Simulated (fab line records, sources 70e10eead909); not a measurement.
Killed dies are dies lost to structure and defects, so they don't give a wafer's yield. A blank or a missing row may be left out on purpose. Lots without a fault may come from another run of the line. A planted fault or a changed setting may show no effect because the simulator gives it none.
Chamber matching | flow nand_harc | NHARC_P_M0_DEP_32 on pecvd-02: 3 sister chambers
The step deposits SiCN, target thk 30 nm. 20 wafers are shown with their chamber, then 10 later ones without.

WAFERS WITH THEIR CHAMBER
wafer  | chamber | heater_power_w (W) | showerhead_vpp_V (V) | rf_fwd_power_W (W)
L074.1 | 2       | 617                | 1256                 | 447.6
L074.5 | 2       | 620                | 1262                 | 448.3
L074.6 | 1       | 737                | 1300                 | 449.5
L075.1 | 1       | 809                | 1302                 | 449.6
L075.3 | 0       | 426                | 1259                 | 450.2
L075.6 | 1       | 795                | 1304                 | 449.5
L088.2 | 2       | 562                | 1255                 | 449.2
L088.3 | 1       | 699                | 1284                 | 447.2
L088.6 | 0       | 518                | 1233                 | 448.1
L086.1 | 1       | 728                | 1283                 | 448.7
L086.2 | 0       | 525                | 1265                 | 449.6
L086.5 | 1       | 731                | 1305                 | 448.3
L089.1 | 2       | 510                | 1250                 | 447.8
L089.4 | 0       | 492                | 1225                 | 445.0
L089.6 | 2       | 513                | 1261                 | 448.6
L091.4 | 2       | 600                | 1288                 | 448.1
L091.5 | 1       | 702                | 1296                 | 448.5
L091.6 | 0       | 492                | 1251                 | 447.6
L093.2 | 1       | 690                | 1303                 | 450.0
L093.3 | 2       | 552                | 1264                 | 447.4

SIGNATURES (means of the wafers above)
reading          | chamber 0 | chamber 1 | chamber 2 | scatter within a chamber
heater_power_w   | 490.60    | 736.38    | 567.71    | 43.7
showerhead_vpp_V | 1246.60   | 1297.12   | 1262.29   | 12.4
rf_fwd_power_W   | 448.100   | 448.913   | 448.143   | 1.21
Rule: a wafer's distance from a chamber is the root of the sum, over the readings, of the square of ((its reading less the chamber's mean) divided by the reading's scatter). The wafer belongs to the nearest chamber; if the next one is less than 2 further off, it can't be placed. The scatter: the root of (the sum of the squares of (reading less its chamber's mean) over the shown wafers, divided by (wafers less chambers)).

WAFERS WITHOUT THEIR CHAMBER
wafer  | heater_power_w (W) | showerhead_vpp_V (V) | rf_fwd_power_W (W)
L093.4 | 568                | 1285                 | 447.2
L092.3 | 534                | 1258                 | 448.5
L092.4 | 788                | 1313                 | 448.7
L092.6 | 536                | 1269                 | 448.7
L095.1 | 720                | 1313                 | 448.7
L095.3 | 444                | 1283                 | 449.8
L095.6 | 444                | 1243                 | 448.7
L097.3 | 573                | 1245                 | 448.1
L097.4 | 786                | 1262                 | 446.8
L097.6 | 590                | 1260                 | 449.1

WHICH CHAMBER EACH WENT THROUGH
wafer  | from the rows above     | in truth
L093.4 | can't be placed: 2 or 0 | 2
L092.3 | can't be placed: 2 or 0 | 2
L092.4 | 1                       | 1
L092.6 | can't be placed: 2 or 0 | 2
L095.1 | 1                       | 1
L095.3 | can't be placed: 0 or 2 | 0
L095.6 | 0                       | 0
L097.3 | can't be placed: 2 or 0 | 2
L097.4 | can't be placed: 1 or 2 | 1
L097.6 | can't be placed: 2 or 0 | 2
Placed correctly: 3 of 10. Can't be placed from these rows: 7 (the true chamber is among the candidates in 7). Placed wrongly: 0.
